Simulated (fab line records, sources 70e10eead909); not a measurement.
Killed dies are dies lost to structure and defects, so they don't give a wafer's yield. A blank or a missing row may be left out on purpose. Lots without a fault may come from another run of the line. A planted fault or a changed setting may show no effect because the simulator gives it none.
Chamber matching | flow nand_harc | NHARC_A_ZERO_WELL_DESCUM_12 on rie_diel-04: 4 sister chambers
The step chemistry O2, time 3 s. 20 wafers are shown with their chamber, then 10 later ones without.

WAFERS WITH THEIR CHAMBER
wafer  | chamber | drypump_motor_current_A (A) | oes_product_au (a.u.) | rf_vpp_V (V)
L077.1 | 1       | 6.0                         | 1.011                 | 56.3
L077.2 | 0       | 6.0                         | 1.006                 | 57.0
L077.6 | 1       | 6.0                         | 1.021                 | 56.5
L080.2 | 0       | 6.0                         | 1.017                 | 57.1
L080.3 | 3       | 6.4                         | 0.995                 | 57.5
L080.4 | 2       | 6.4                         | 1.009                 | 58.5
L085.2 | 3       | 6.4                         | 1.006                 | 57.8
L085.5 | 3       | 6.4                         | 1.007                 | 58.8
L085.6 | 2       | 6.4                         | 1.021                 | 58.9
L088.1 | 0       | 6.0                         | 0.997                 | 58.1
L088.2 | 2       | 6.4                         | 1.012                 | 57.3
L088.4 | 3       | 6.4                         | 0.990                 | 57.1
L088.3 | 1       | 6.0                         | 1.006                 | 56.8
L088.5 | 1       | 6.0                         | 1.007                 | 58.4
L088.6 | 0       | 6.0                         | 1.013                 | 57.7
L090.1 | 2       | 6.4                         | 1.012                 | 57.8
L090.3 | 1       | 6.0                         | 1.003                 | 56.5
L090.5 | 3       | 6.4                         | 0.992                 | 57.1
L092.1 | 2       | 6.3                         | 1.014                 | 56.4
L092.3 | 0       | 6.0                         | 1.012                 | 57.7

SIGNATURES (means of the wafers above)
reading                 | chamber 0 | chamber 1 | chamber 2 | chamber 3 | scatter within a chamber
drypump_motor_current_A | 6.000     | 6.000     | 6.380     | 6.400     | 0.0224
oes_product_au          | 1.00900   | 1.00960   | 1.01360   | 0.99800   | 0.00695
rf_vpp_V                | 57.520    | 56.900    | 57.780    | 57.660    | 0.777
Rule: a wafer's distance from a chamber is the root of the sum, over the readings, of the square of ((its reading less the chamber's mean) divided by the reading's scatter). The wafer belongs to the nearest chamber; if the next one is less than 2 further off, it can't be placed. The scatter: the root of (the sum of the squares of (reading less its chamber's mean) over the shown wafers, divided by (wafers less chambers)).

WAFERS WITHOUT THEIR CHAMBER
wafer  | drypump_motor_current_A (A) | oes_product_au (a.u.) | rf_vpp_V (V)
L092.4 | 6.4                         | 0.988                 | 57.0
L093.1 | 6.0                         | 1.021                 | 58.0
L093.3 | 6.0                         | 1.015                 | 57.4
L093.4 | 6.4                         | 0.992                 | 58.3
L095.1 | 6.0                         | 1.023                 | 57.5
L095.2 | 6.4                         | 1.011                 | 57.7
L095.3 | 6.4                         | 0.998                 | 57.3
L095.4 | 6.0                         | 1.009                 | 57.9
L095.5 | 6.4                         | 1.002                 | 57.6
L095.6 | 6.4                         | 1.026                 | 57.2

WHICH CHAMBER EACH WENT THROUGH
wafer  | from the rows above     | in truth
L092.4 | 3                       | 3
L093.1 | can't be placed: 0 or 1 | 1
L093.3 | can't be placed: 0 or 1 | 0
L093.4 | 3                       | 3
L095.1 | can't be placed: 0 or 1 | 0
L095.2 | can't be placed: 2 or 3 | 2
L095.3 | 3                       | 3
L095.4 | can't be placed: 0 or 1 | 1
L095.5 | can't be placed: 3 or 2 | 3
L095.6 | can't be placed: 2 or 3 | 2
Placed correctly: 3 of 10. Can't be placed from these rows: 7 (the true chamber is among the candidates in 7). Placed wrongly: 0.
